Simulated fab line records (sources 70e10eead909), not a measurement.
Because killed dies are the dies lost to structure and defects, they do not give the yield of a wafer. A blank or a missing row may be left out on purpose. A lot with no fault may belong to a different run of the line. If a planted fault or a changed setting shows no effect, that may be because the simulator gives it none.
Which of the tools did it? | flow nandHarc | Sampling: 7 lots, 20 wafers, 3 of 1159 route steps

== WHAT THE GAUGES READ, wafer by wafer ==
NHARC_A_ONON_D1_THK_MEAS_30: measures by ellipsometry.
lot  | measured     | on           | thkNm (nm)
L792 | day 8 02:22  | filmMetro-01 | 994 994 995
L796 | day 9 09:56  | filmMetro-02 | 694 693 1005
L798 | day 9 19:38  | filmMetro-02 | 993 680
L805 | day 12 01:44 | filmMetro-01 | 989 987 987
L810 | day 12 12:19 | filmMetro-02 | 1000 999 998
L812 | day 13 01:29 | filmMetro-02 | 999 996 997
L813 | day 13 10:06 | filmMetro-01 | 996 996 996

== TOOL THAT RAN EACH LOT (tool first, then ch and the chambers of the sampled wafers, then the start) ==
lot  | NHARC_P_BONDPAD_PVD_27                 | NHARC_A_ONON_D1_DEP_28
L792 | pvdSputter-03, day 8 01:47 or earlier  | pecvdOnon-04 ch 0, day 8 01:58
L796 | pvdSputter-01, day 9 09:14 or earlier  | pecvdOnon-04 ch 0, day 9 09:29
L798 | pvdSputter-01, day 9 19:04 or earlier  | pecvdOnon-04 ch 0, day 9 19:18
L805 | pvdSputter-02, day 12 01:02 or earlier | pecvdOnon-04 ch 0, day 12 01:13
L810 | pvdSputter-01, day 12 11:28 or earlier | pecvdOnon-04 ch 0, day 12 11:49
L812 | pvdSputter-01, day 13 00:55 or earlier | pecvdOnon-04 ch 0, day 13 01:02
L813 | pvdSputter-01, day 13 09:32 or earlier | pecvdOnon-01 ch 0, day 13 09:39
- NHARC_P_BONDPAD_PVD_27: deposits Cu, target thk 30 nm, time 20.49 s.
- NHARC_A_ONON_D1_DEP_28: target thk 1000 nm.

== THE ANSWER, worked out from the rows above alone ==
Rule: what is usual is taken from the lots themselves. Put in order of their means at a reading, lots are off if they are a third of the lots or fewer, leave a main group of 4 or more, and stand apart from it by a gap of 3 or more times the standard deviation of the main group's means; of several such gaps the widest counts. If all means in a main group match to the digits the tables above print for the reading, that group is not used. A lot without any number at a reading at which 4 lots or more have one is off too. The other lots that the step has rows for count as sound.
Off at NHARC_A_ONON_D1_THK_MEAS_30 (thkNm): L796, L798. Mean 995 nm and standard deviation 3.9 in the main group.
A tool fits if, at a process step before that reading, it ran every lot that is off, and no sound lot after the first of them. Those tools and the gauges at NHARC_A_ONON_D1_THK_MEAS_30 are tried in the same way. Because NHARC_P_BONDPAD_PVD_27 lacks a start for some lots, the hours and order of its lots are taken from NHARC_A_ONON_D1_THK_MEAS_27. None of those tried fits.

== WHAT THE SIMULATOR HAD PUT IN ==
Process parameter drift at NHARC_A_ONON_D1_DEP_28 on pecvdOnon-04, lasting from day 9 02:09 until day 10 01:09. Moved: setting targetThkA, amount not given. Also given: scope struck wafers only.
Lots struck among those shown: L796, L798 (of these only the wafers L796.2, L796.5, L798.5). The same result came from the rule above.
